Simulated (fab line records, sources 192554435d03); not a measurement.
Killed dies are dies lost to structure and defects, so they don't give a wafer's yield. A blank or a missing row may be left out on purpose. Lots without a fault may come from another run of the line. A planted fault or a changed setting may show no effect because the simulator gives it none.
One fault seen from 2 desks | flow n5_finfet | each desk has only its own numbers; what lay behind them comes last

THE TOOL OWNER'S DESK: pecvd-04
The tool's own readings at N5_BEOL_M12_ILD_DEP_00 (deposits SiOC from DEMS/O2, target thk 658.92 nm, time 130.7 s): means of the sampled wafers that have a number, for each lot that ran on this tool. A lot is out of limits, marked OUT, if its mean lies more than 4 standard deviations from the usual mean; the brackets give that distance.
Columns: A = heater_power_w at N5_BEOL_M12_ILD_DEP_00, usual 452 W; B = showerhead_plenum_p_Torr at N5_BEOL_M12_ILD_DEP_00, usual 5.689 Torr; C = susceptor_temp_C at N5_BEOL_M12_ILD_DEP_00, usual 349.99 C; D = throttle_valve_pct at N5_BEOL_M12_ILD_DEP_00, usual 11.9 %
lot  | first seen here | A   | B     | C      | D
L581 | day 11 11:08    | 422 | 5.684 | 349.99 | 12.1
L582 | day 11 21:40    | 425 | 5.699 | 350.09 | 12.3
L583 | day 12 01:36    | 477 | 5.693 | 349.83 | 12.1
L586 | day 13 01:59    | 432 | 5.685 | 349.88 | 12.0
L590 | day 14 14:11    | 433 | 5.711 | 350.03 | 12.4
L591 | day 14 14:26    | 451 | 5.682 | 349.96 | 11.8
This desk's finding: nothing out of limits on any of the 6 lots.

THE METROLOGY DESK
What the gauges read, lot by lot, whatever tool the lot ran on: means of the sampled wafers that have a number. A lot is out of limits, marked OUT, if its mean lies more than 4 standard deviations from the usual mean; the brackets give that distance.
Columns: A = M10_THK at N5_BEOL_M10_THK_MEAS_53, usual 137 nm; B = M12_ILD_THK at N5_BEOL_M12_THK_MEAS_01, usual 661 nm; C = cd_nm at N5_BEOL_M12_CD_MEAS_17, usual 140.6 nm
lot  | first seen here | A   | B              | C
L576 | day 10 14:42    | 139 | 666            | 141.3
L581 | day 11 03:11    | 135 | 669            | 138.8
L582 | day 11 11:53    | 138 | 663            | 143.2
L583 | day 11 17:22    | 134 | 657            | 139.4
L586 | day 12 16:51    | 137 | 654            | 139.3
L591 | day 14 05:32    | 138 | 702 (+4.9) OUT | 138.5
L590 | day 14 06:01    | 141 | 672            | 138.6
L595 | day 15 04:40    | 135 | 660            | 141.7
L596 | day 15 05:56    | 140 | 665            | 141.3
L599 | day 16 02:10    | 136 | 655            | 141.8
This desk's finding: out of limits on L591; first on L591, day 14 14:35 (M12_ILD_THK at N5_BEOL_M12_THK_MEAS_01). In limits: L576, L581, L582, L583, L586, L590, L595, L596, L599.

PUT TOGETHER
The metrology desk could have raised an alarm at day 14 14:35, on L591.
The tool owner's desk saw nothing out of limits.
The tool owner's desk has L591 on record, within its limits.
Of the lots named, all ran N5_BEOL_M12_ILD_DEP_00 on pecvd-04.

WHAT THE SIMULATOR HAD PUT IN
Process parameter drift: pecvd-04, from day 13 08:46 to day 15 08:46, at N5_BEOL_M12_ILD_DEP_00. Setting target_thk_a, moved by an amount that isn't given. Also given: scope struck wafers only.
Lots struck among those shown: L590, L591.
Hours from the fault's start to each desk's first reading out of limits: the metrology desk, 30.
